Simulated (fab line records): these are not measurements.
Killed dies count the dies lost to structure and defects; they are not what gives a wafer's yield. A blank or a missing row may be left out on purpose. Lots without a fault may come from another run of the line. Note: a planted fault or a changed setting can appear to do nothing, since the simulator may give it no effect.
Chamber matching ; flow n5Finfet ; N5_BEOL_M8_ETCH_62 on rieDiel-02: 4 sister chambers
The step etches SOC in N2/H2, target depth 110 nm, overetch 22 nm, time 165 s. 8 wafers are shown with their chamber, then 12 later ones without.

WAFERS PAIRED WITH THEIR CHAMBERS
wafer;chamber;showerheadPlenumPTorr (Torr);drypumpMotorCurrentA (A)
L088.4;1;2.61;5.89
L092.1;1;2.60;5.88
L094.4;3;2.49;5.60
L094.5;0;2.49;5.62
L094.6;2;2.50;5.36
L093.1;0;2.49;5.67
L093.2;2;2.50;5.41
L093.5;3;2.49;5.56

WAFERS WITH NO CHAMBER GIVEN
wafer;showerheadPlenumPTorr (Torr);drypumpMotorCurrentA (A)
L095.1;2.49;5.59
L095.2;2.50;5.44
L095.3;2.49;5.58
L095.4;2.50;5.40
L095.5;2.49;5.61
L095.6;2.50;5.41
L096.1;2.49;5.41
L096.2;2.60;5.86
L096.3;2.49;5.68
L096.4;2.49;5.43
L096.5;2.60;5.88
L096.6;2.48;5.68

THE CHAMBER EACH PASSED THROUGH
wafer;from the rows above;in truth
L095.1;can't be placed: 3 or 0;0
L095.2;2;2
L095.3;3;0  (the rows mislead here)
L095.4;2;2
L095.5;can't be placed: 3 or 0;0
L095.6;2;2
L096.1;2;2
L096.2;1;1
L096.3;0;0
L096.4;can't be placed: 2 or 3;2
L096.5;1;1
L096.6;can't be placed: 0 or 3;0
Correctly placed: 7 of 12. Unplaceable from these rows: 4, with the true chamber sitting among the candidates in 4. Number placed wrongly: 1.
How it was worked out, from the rows above alone: a wafer's distance from a chamber is the root of the sum, over the readings, of the square of ((its reading less the chamber's mean) divided by the reading's scatter). If the next closest chamber is less than 2 further off than the closest, the wafer can't be placed; otherwise it belongs to the closest. Each chamber's mean is taken over the wafers shown for it. The scatter: take each reading less its chamber's mean, square it, sum over the shown wafers, divide by the number of wafers less the number of chambers, and take the root.
